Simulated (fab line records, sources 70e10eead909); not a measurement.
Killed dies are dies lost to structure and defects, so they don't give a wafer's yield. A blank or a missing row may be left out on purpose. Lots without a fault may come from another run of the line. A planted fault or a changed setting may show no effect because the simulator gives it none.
Which tool did it? | flow nand_harc | 24 lots, 72 wafers sampled, at 4 steps of a route of 1159

WHAT THE GAUGES READ, wafer by wafer
NHARC_A_SLIT_OVL_MEAS_10.
lot  | measured     | on         | overlay_x_nm (nm) | overlay_y_nm (nm)
L076 | day 14 12:19 | overlay-02 | 1.1 0.8 0.6       | -0.7 -0.2 -0.4
L075 | day 14 12:30 | overlay-01 | 1.7 1.1 1.2       | 1.1 1.1 1.1
L074 | day 14 12:10 | overlay-01 | 0.5 -0.1 0.2      | 0.0 -0.2 0.1
L077 | day 14 22:29 | overlay-01 | 0.3 0.1 0.0       | -1.7 -1.5 -1.2
L078 | day 14 21:39 | overlay-01 | 0.0 0.1 0.3       | 0.9 0.4 0.6
L079 | day 14 22:16 | overlay-02 | 0.3 1.2 0.5       | -1.6 -2.5 -1.7
L080 | day 15 11:13 | overlay-01 | -0.7 -0.7 -0.7    | 0.7 0.7 0.6
L082 | day 15 11:24 | overlay-02 | 1.3 1.8 0.6       | -0.1 -0.3 0.1
L081 | day 16 02:40 | overlay-02 | -0.3 -1.1 -0.7    | 1.1 0.9 0.6
L084 | day 16 16:07 | overlay-02 | -0.6 -0.5 -0.6    | -0.4 -1.0 -0.7
L083 | day 16 15:57 | overlay-02 | -1.0 -0.9 -1.4    | 0.2 0.5 0.2
L085 | day 17 09:38 | overlay-02 | 0.4 0.4 0.8       | 0.3 0.0 0.2
L087 | day 17 09:29 | overlay-02 | -0.4 -0.4 0.1     | 1.6 1.1 1.9
L088 | day 17 10:44 | overlay-02 | 0.0 -0.1 -0.1     | 0.7 0.8 0.2
L086 | day 17 15:54 | overlay-02 | 0.0 -0.4 -0.1     | -0.3 -0.1 0.7
L089 | day 17 23:10 | overlay-02 | 0.2 -0.7 -0.5     | 0.2 0.6 0.5
L091 | day 18 09:45 | overlay-02 | -1.1 -0.4 -0.7    | 0.7 0.9 0.7
L090 | day 18 08:23 | overlay-02 | -0.3 -0.2 -0.9    | -1.1 -1.3 -0.8
L094 | day 18 16:17 | overlay-02 | 0.6 0.1 0.5       | -0.9 -1.7 -1.0
L093 | day 18 15:29 | overlay-01 | 0.5 0.7 0.4       | -1.5 -1.1 -1.4
L092 | day 19 06:47 | overlay-02 | 1.6 1.1 1.1       | -1.1 -1.4 -1.6
L095 | day 19 19:43 | overlay-02 | 0.0 0.5 0.6       | -0.2 -0.3 -0.3
L096 | day 20 06:16 | overlay-02 | 1.3 0.8 1.3       | 0.4 0.5 0.5
L097 | day 20 07:28 | overlay-01 | 0.5 0.4 0.5       | -0.1 -0.3 -0.4

WHICH TOOL RAN EACH LOT (tool, then ch and the chambers of the sampled wafers, then the start)
lot  | NHARC_A_STAIRCASE_ALD_415        | NHARC_A_STAIRCASE_DESCUM_443       | NHARC_A_SGD_CUT_ETCH_15
L076 | ald_hk-02 ch 1,2,3, day 12 03:37 | rie_diel-05 ch 0,1,3, day 13 20:53 | rie_diel-08 ch 1,2,3, day 14 12:19 or earlier
L075 | ald_hk-03 ch 1,2,3, day 12 05:02 | rie_diel-04 ch 0,1,2, day 13 20:48 | rie_diel-07 ch 0,1,2, day 14 12:30 or earlier
L074 | ald_hk-03 ch 0,2,3, day 12 09:35 | rie_diel-06 ch 0,1,3, day 13 20:52 | rie_diel-13 ch 0,1,3, day 14 12:10 or earlier
L077 | ald_hk-02 ch 0,3, day 12 14:23   | rie_diel-05 ch 0,2,3, day 14 05:49 | rie_diel-13 ch 0,1, day 14 22:29 or earlier
L078 | ald_hk-03 ch 1,2,3, day 12 15:07 | rie_diel-04 ch 1,2, day 14 05:52   | rie_diel-07 ch 0,1, day 14 21:39 or earlier
L079 | ald_hk-04 ch 0,2,3, day 12 17:10 | rie_diel-05 ch 0,2, day 14 05:46   | rie_diel-08 ch 0,3, day 14 22:16 or earlier
L080 | ald_hk-02 ch 1,3, day 13 05:56   | rie_diel-05 ch 1,3, day 14 19:41   | rie_diel-13 ch 1,3, day 15 11:13 or earlier
L082 | ald_hk-04 ch 0,2, day 13 06:41   | rie_diel-06 ch 0,1, day 14 19:44   | rie_diel-07 ch 1,2,3, day 15 11:24 or earlier
L081 | ald_hk-02 ch 1,2,3, day 13 17:26 | rie_diel-05 ch 1,2,3, day 15 08:08 | rie_diel-07 ch 0,1,3, day 16 02:40 or earlier
L084 | ald_hk-03 ch 0,1,3, day 14 05:31 | rie_diel-04 ch 1,2,3, day 15 21:34 | rie_diel-13 ch 0,2,3, day 16 16:07 or earlier
L083 | ald_hk-04 ch 1,2,3, day 14 06:35 | rie_diel-05 ch 0,1, day 15 21:43   | rie_diel-07 ch 0,1,2, day 16 15:57 or earlier
L085 | ald_hk-02 ch 0,2, day 15 03:43   | rie_diel-06 ch 0,2, day 16 17:46   | rie_diel-13 ch 0,1,2, day 17 09:38 or earlier
L087 | ald_hk-03 ch 0,1,2, day 15 05:03 | rie_diel-04 ch 0,1,3, day 16 17:43 | rie_diel-13 ch 0,1,2, day 17 09:29 or earlier
L088 | ald_hk-02 ch 1,2,3, day 15 07:38 | rie_diel-06 ch 0,3, day 16 17:50   | rie_diel-07 ch 0,1,2, day 17 10:44 or earlier
L086 | ald_hk-04 ch 0,1,2, day 15 08:44 | rie_diel-06 ch 0,1,2, day 16 17:54 | rie_diel-08 ch 2,3, day 17 04:12
L089 | ald_hk-03 ch 2,3, day 15 17:37   | rie_diel-06 ch 1,2,3, day 17 06:51 | rie_diel-08 ch 0,2,3, day 17 23:10 or earlier
L091 | ald_hk-04 ch 0,1,2, day 15 21:14 | rie_diel-06 ch 0,1,2, day 17 10:54 | rie_diel-08 ch 1,2,3, day 18 09:45 or earlier
L090 | ald_hk-02 ch 1,3, day 15 21:32   | rie_diel-04 ch 1,3, day 17 11:04   | rie_diel-13 ch 0,1,3, day 18 08:23 or earlier
L094 | ald_hk-03 ch 2,3, day 16 08:31   | rie_diel-05 ch 1,3, day 17 23:53   | rie_diel-08 ch 0,2,3, day 18 16:17 or earlier
L093 | ald_hk-02 ch 0,2,3, day 16 09:19 | rie_diel-06 ch 0,2,3, day 17 23:45 | rie_diel-13 ch 0,2,3, day 18 15:29 or earlier
L092 | ald_hk-02 ch 0,1,2, day 16 15:17 | rie_diel-05 ch 1,2,3, day 18 14:00 | rie_diel-13 ch 1,2,3, day 19 06:47 or earlier
L095 | ald_hk-03 ch 1,2,3, day 17 00:48 | rie_diel-06 ch 1,2, day 19 03:20   | rie_diel-08 ch 1,2, day 19 19:43 or earlier
L096 | ald_hk-02 ch 1,2,3, day 17 15:59 | rie_diel-04 ch 0,2, day 19 14:23   | rie_diel-13 ch 0,1,3, day 20 06:16 or earlier
L097 | ald_hk-03 ch 1,2,3, day 17 21:07 | rie_diel-06 ch 0,1,2, day 19 14:21 | rie_diel-08 ch 0,1,2, day 20 07:28 or earlier
- NHARC_A_STAIRCASE_ALD_415: deposits SiO2, target thk 30 nm, pulse time 6 s, ald cycles 300.
- NHARC_A_STAIRCASE_DESCUM_443: chemistry O2, time 3 s.
- NHARC_A_SGD_CUT_ETCH_15: etches the open film in CH3F/O2, target depth 75 nm, time 64.3 s.

WHAT THE TOOLS THEMSELVES READ (means of the sampled wafers that have a number; where no wafer has one, the mark that the record gives instead)
NHARC_A_STAIRCASE_ALD_415.
lot  | tool      | heater_power_w (W) | precursor_pulse_height_rel
L076 | ald_hk-02 | 450                | 1.005
L075 | ald_hk-03 | 503                | 1.001
L074 | ald_hk-03 | 511                | 1.002
L077 | ald_hk-02 | 467                | 0.991
L078 | ald_hk-03 | 498                | 1.015
L079 | ald_hk-04 | 471                | 0.999
L080 | ald_hk-02 | 464                | 1.002
L082 | ald_hk-04 | 462                | 0.986
L081 | ald_hk-02 | 453                | 1.002
L084 | ald_hk-03 | 474                | 1.011
L083 | ald_hk-04 | 501                | 0.991
L085 | ald_hk-02 | 449                | 0.995
L087 | ald_hk-03 | 462                | 0.999
L088 | ald_hk-02 | 462                | 1.012
L086 | ald_hk-04 | 498                | 0.991
L089 | ald_hk-03 | 538                | 1.009
L091 | ald_hk-04 | 495                | 0.984
L090 | ald_hk-02 | 473                | 0.981
L094 | ald_hk-03 | 536                | 1.017
L093 | ald_hk-02 | 452                | 1.003
L092 | ald_hk-02 | 455                | 0.992
L095 | ald_hk-03 | 498                | 0.994
L096 | ald_hk-02 | 456                | 1.016
L097 | ald_hk-03 | 510                | 0.993

NHARC_A_STAIRCASE_DESCUM_443.
lot  | tool        | drypump_motor_current_A (A) | oes_product_au (a.u.) | rf_vpp_V (V) | showerhead_plenum_p_Torr (Torr) | throttle_valve_pct (%)
L076 | rie_diel-05 | 5.47                        | 0.998                 | 56.7         | 1.92                            | 11.304
L075 | rie_diel-04 | 5.78                        | 0.997                 | 57.5         | 1.93                            | 11.315
L074 | rie_diel-06 | 5.74                        | 0.985                 | 57.6         | 1.90                            | 11.310
L077 | rie_diel-05 | 5.58                        | 1.004                 | 57.4         | 1.96                            | 11.318
L078 | rie_diel-04 | 5.62                        | 1.005                 | 57.7         | 1.94                            | 11.326
L079 | rie_diel-05 | 5.70                        | 1.004                 | 57.8         | 1.95                            | 11.306
L080 | rie_diel-05 | 5.41                        | 1.012                 | 58.0         | 1.94                            | 11.313
L082 | rie_diel-06 | 5.85                        | 0.995                 | 58.4         | 1.86                            | 11.319
L081 | rie_diel-05 | 5.51                        | 1.002                 | 57.8         | 1.98                            | 11.319
L084 | rie_diel-04 | 5.51                        | 0.999                 | 58.1         | 1.91                            | 11.309
L083 | rie_diel-05 | 5.51                        | 1.001                 | 57.9         | 1.86                            | 11.314
L085 | rie_diel-06 | 5.63                        | 0.994                 | 57.4         | 1.79                            | 11.319
L087 | rie_diel-04 | 5.68                        | 1.008                 | 57.6         | 1.91                            | 11.302
L088 | rie_diel-06 | 5.61                        | 0.989                 | 57.1         | 1.92                            | 11.306
L086 | rie_diel-06 | 5.86                        | 0.997                 | 57.7         | 1.84                            | 11.310
L089 | rie_diel-06 | 5.96                        | 0.987                 | 58.2         | 1.90                            | 11.313
L091 | rie_diel-06 | 5.85                        | 0.988                 | 56.6         | 1.83                            | 11.316
L090 | rie_diel-04 | 5.59                        | 1.009                 | 58.7         | 1.97                            | 11.310
L094 | rie_diel-05 | 5.42                        | 1.000                 | 57.7         | 1.93                            | 11.313
L093 | rie_diel-06 | 5.74                        | 0.988                 | 57.8         | 1.86                            | 11.312
L092 | rie_diel-05 | 5.51                        | 1.016                 | 58.3         | 1.97                            | 11.317
L095 | rie_diel-06 | 6.05                        | 1.001                 | 56.9         | 1.85                            | 11.306
L096 | rie_diel-04 | 5.68                        | 0.989                 | 57.2         | 1.85                            | 11.315
L097 | rie_diel-06 | 5.86                        | 0.995                 | 58.0         | 1.93                            | 11.312

NHARC_A_SGD_CUT_ETCH_15.
lot  | tool        | drypump_motor_current_A (A) | oes_product_au (a.u.) | rf_vpp_V (V) | showerhead_plenum_p_Torr (Torr) | throttle_valve_pct (%)
L076 | rie_diel-08 | 5.1                         | 0.963                 | 264.9        | 2.47                            | 20.662
L075 | rie_diel-07 | 5.4                         | 0.942                 | 263.9        | 2.46                            | 20.670
L074 | rie_diel-13 | 6.0                         | 0.979                 | 266.3        | 2.59                            | 20.668
L077 | rie_diel-13 | 5.8                         | 0.988                 | 265.2        | 2.57                            | 20.652
L078 | rie_diel-07 | 5.4                         | 0.964                 | 263.0        | 2.41                            | 20.669
L079 | rie_diel-08 | 5.6                         | 0.966                 | 263.2        | 2.42                            | 20.652
L080 | rie_diel-13 | 6.1                         | 0.978                 | 265.9        | 2.60                            | 20.663
L082 | rie_diel-07 | 5.3                         | 0.934                 | 263.1        | 2.45                            | 20.664
L081 | rie_diel-07 | 5.4                         | 0.982                 | 263.9        | 2.43                            | 20.662
L084 | rie_diel-13 | 6.0                         | 0.938                 | 265.9        | 2.59                            | 20.661
L083 | rie_diel-07 | 5.4                         | 0.946                 | 263.2        | 2.45                            | 20.664
L085 | rie_diel-13 | 5.7                         | 0.935                 | 265.1        | 2.57                            | 20.655
L087 | rie_diel-13 | 5.8                         | 0.921                 | 264.4        | 2.57                            | 20.652
L088 | rie_diel-07 | 5.4                         | 0.943                 | 263.8        | 2.45                            | 20.665
L086 | rie_diel-08 | 5.0                         | 0.935                 | 262.3        | 2.39                            | 20.667
L089 | rie_diel-08 | 5.2                         | 0.963                 | 263.2        | 2.45                            | 20.659
L091 | rie_diel-08 | 5.1                         | 0.961                 | 263.6        | 2.46                            | 20.651
L090 | rie_diel-13 | 6.0                         | 0.981                 | 265.2        | 2.58                            | 20.657
L094 | rie_diel-08 | 5.2                         | 0.951                 | 264.6        | 2.45                            | 20.662
L093 | rie_diel-13 | 6.0                         | 0.953                 | 265.4        | 2.59                            | 20.661
L092 | rie_diel-13 | 5.9                         | 0.962                 | 266.2        | 2.59                            | 20.663
L095 | rie_diel-08 | 5.0                         | 0.949                 | 265.0        | 2.54                            | 20.664
L096 | rie_diel-13 | 6.0                         | 0.974                 | 266.1        | 2.58                            | 20.649
L097 | rie_diel-08 | 5.4                         | 0.960                 | 265.0        | 2.52                            | 20.660

THE ANSWER, worked out from the rows above alone
Rule: what is usual is taken from the lots themselves. Put in order of their means at a reading, lots are off if they are a third of the lots or fewer, leave a main group of 4 or more, and stand apart from it by a gap of 3 or more times the standard deviation of the main group's means; of several such gaps the widest counts. A main group whose means are all the same, to the digits that the tables above print for the reading, isn't used. A lot without any number at a reading at which 4 lots or more have one is off too. The other lots that the step has rows for count as sound. The gauges are gone through in route order, then the tools' own readings, and for those a lot's mean is taken as printed above. The first step at which some lot is off is used, and at that step the reading that is off furthest; a lot without a number counts as furthest.
No lot is off at any reading shown: from this, nothing can be told.

WHAT THE SIMULATOR HAD PUT IN
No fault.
